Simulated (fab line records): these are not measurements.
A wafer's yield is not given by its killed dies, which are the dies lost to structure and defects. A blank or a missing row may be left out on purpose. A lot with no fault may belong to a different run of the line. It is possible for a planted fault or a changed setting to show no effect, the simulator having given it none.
Matching of chambers    flow nand harc    rie diel-11 running NHARC_P_ZERO_WELL_DESCUM_26: 4 sister chambers
The step chemistry O2, time 3 s. 14 wafers are shown with their chamber, then 7 later ones without.

EACH WAFER AND ITS CHAMBER
wafer   chamber  oes product au (a.u.)  rf vpp V (V)  throttle valve pct (%)
L079.1  1        1.004                  57.6          11.298
L079.2  0        1.010                  58.3          11.310
L079.4  2        0.988                  58.0          11.322
L084.2  3        0.992                  56.4          11.308
L084.3  0        1.001                  57.4          11.301
L084.5  0        0.998                  56.2          11.306
L088.1  2        0.995                  58.6          11.327
L088.5  0        1.010                  57.5          11.322
L088.6  1        0.992                  57.8          11.301
L089.2  1        1.005                  56.6          11.317
L089.3  2        0.993                  57.4          11.318
L089.5  1        1.009                  59.5          11.314
L093.1  1        0.997                  59.2          11.315
L093.3  2        1.003                  59.3          11.315

SIGNATURES, as means of the wafers listed above
reading             chamber 0  chamber 1  chamber 2  chamber 3  scatter within a chamber
oes product au      1.00475    1.00140    0.99475    0.99200    0.00646
rf vpp V            57.350     58.140     58.325     56.400     0.999
throttle valve pct  11.30975   11.30900   11.32050   11.30800   0.00795
Rule: distance of a wafer from a chamber = root of the sum over the readings of ((wafer's reading minus chamber's mean) / reading's scatter) squared. The wafer belongs to the nearest chamber; if the next one is less than 2 further off, it can't be placed. The scatter: the root of (the sum of the squares of (reading less its chamber's mean) over the shown wafers, divided by (wafers less chambers)).

WAFERS WITHOUT THEIR CHAMBER
wafer   oes product au (a.u.)  rf vpp V (V)  throttle valve pct (%)
L093.5  1.002                  56.6          11.316
L096.1  1.014                  57.2          11.309
L096.2  0.998                  57.5          11.309
L096.3  1.003                  56.5          11.328
L097.2  0.995                  57.6          11.301
L097.3  0.992                  56.5          11.308
L097.6  1.005                  57.6          11.306

EACH ONE'S CHAMBER
wafer    from the rows above                 in truth
L093.5   can't be placed: 0 or 1 or 3 or 2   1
L096.1   can't be placed: 0 or 1             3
L096.2   can't be placed: 1 or 0 or 3 or 2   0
L096.3   can't be placed: 2 or 0 or 1 or 3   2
L097.2   can't be placed: 1 or 3 or 0 or 2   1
L097.3   3                                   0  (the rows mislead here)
L097.6   can't be placed: 0 or 1 or 3 or 2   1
Correctly placed: 0 of 7. Can't be placed from these rows: 6 (the true chamber is among the candidates in 5). 1 placed wrongly.
